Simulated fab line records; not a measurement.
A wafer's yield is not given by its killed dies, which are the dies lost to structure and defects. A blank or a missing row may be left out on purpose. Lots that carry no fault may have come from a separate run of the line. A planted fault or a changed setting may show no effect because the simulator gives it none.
Which of the tools did it? | flow nand-harc | 7 lots, 19 wafers sampled, at 3 steps of a route of 1302

WHAT THE GAUGES SHOWED, per wafer
NHARC_A_ONON_D2_THK_MEAS_08: measures by ellipsometry.
lot  | measured     | on            | thk-nm (nm)
L681 | day 13 06:04 | film-metro-01 | 997 997 997
L684 | day 14 04:38 | film-metro-01 | 1011 1010 1010
L690 | day 16 19:41 | film-metro-01 | 990 990 992
L692 | day 17 12:25 | film-metro-01 | 999 999 998
L696 | day 19 03:05 | film-metro-02 | 450 992
L698 | day 19 22:19 | film-metro-01 | 1004 464
L702 | day 21 20:11 | film-metro-01 | 994 996 994

WHICH TOOL RAN EACH LOT (tool, then ch and the chambers of the sampled wafers, then the start)
lot  | NHARC_A_CHANNEL_FILL_D1_ETCHBACK_08           | NHARC_A_ONON_D2_DEP_06
L681 | rie-diel-08 ch 0,1,3, day 13 04:19 or earlier | pecvd-onon-03 ch 0, day 13 05:40
L684 | rie-diel-13 ch 0,1,2, day 14 02:54 or earlier | pecvd-onon-01 ch 0, day 14 04:14
L690 | rie-diel-13 ch 0,1,2, day 16 17:46 or earlier | pecvd-onon-02 ch 0, day 16 19:14
L692 | rie-diel-08 ch 0,1,2, day 17 10:39 or earlier | pecvd-onon-02 ch 0, day 17 11:55
L696 | rie-diel-13 ch 0, day 19 01:20 or earlier     | pecvd-onon-02 ch 0, day 19 02:42
L698 | rie-diel-08 ch 1,2, day 19 20:34 or earlier   | pecvd-onon-02 ch 0, day 19 21:51
L702 | rie-diel-09 ch 0,3, day 21 18:27 or earlier   | pecvd-onon-01 ch 0, day 21 19:44
- NHARC_A_CHANNEL_FILL_D1_ETCHBACK_08: etches the open film in C4F8, target depth 220 nm, time 110 s.
- NHARC_A_ONON_D2_DEP_06: target thk 1000 nm.

THE ANSWER, worked out from the rows above alone
Rule: usual is defined by the lots themselves. Put in order of their means at a reading, lots are off if they are a third of the lots or fewer, leave a main group of 4 or more, and stand apart from it by a gap of 3 or more times the standard deviation of the main group's means; of several such gaps the widest counts. The tables above print the reading to a certain number of digits; a main group whose means all agree to those digits is not used. Also off: a lot with no number at a reading for which 4 or more lots have one. Any other lot the step has rows for is counted as sound.
Off at NHARC_A_ONON_D2_THK_MEAS_08 (thk-nm): L696, L698. Mean 998 nm and standard deviation 6.6 in the main group.
A tool fits if, at a process step before that reading, it ran every lot that is off, and no sound lot after the first of them. Those tools and the gauges at NHARC_A_ONON_D2_THK_MEAS_08 are tried in the same way. NHARC_A_CHANNEL_FILL_D1_ETCHBACK_08 gives no start for some lots, so the hours and the order of its lots are those of NHARC_A_DECK1_JOINT_THK_MEAS_17. One fits: pecvd-onon-02 at NHARC_A_ONON_D2_DEP_06. A fault onset in the window from L692 (day 17 11:55, its last sound lot) to L696 (day 19 02:42, its first lot off) fits.

WHAT THE SIMULATOR PUT IN
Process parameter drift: pecvd-onon-02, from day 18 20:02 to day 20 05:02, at NHARC_A_ONON_D2_DEP_06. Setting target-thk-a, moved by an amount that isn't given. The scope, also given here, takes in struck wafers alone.
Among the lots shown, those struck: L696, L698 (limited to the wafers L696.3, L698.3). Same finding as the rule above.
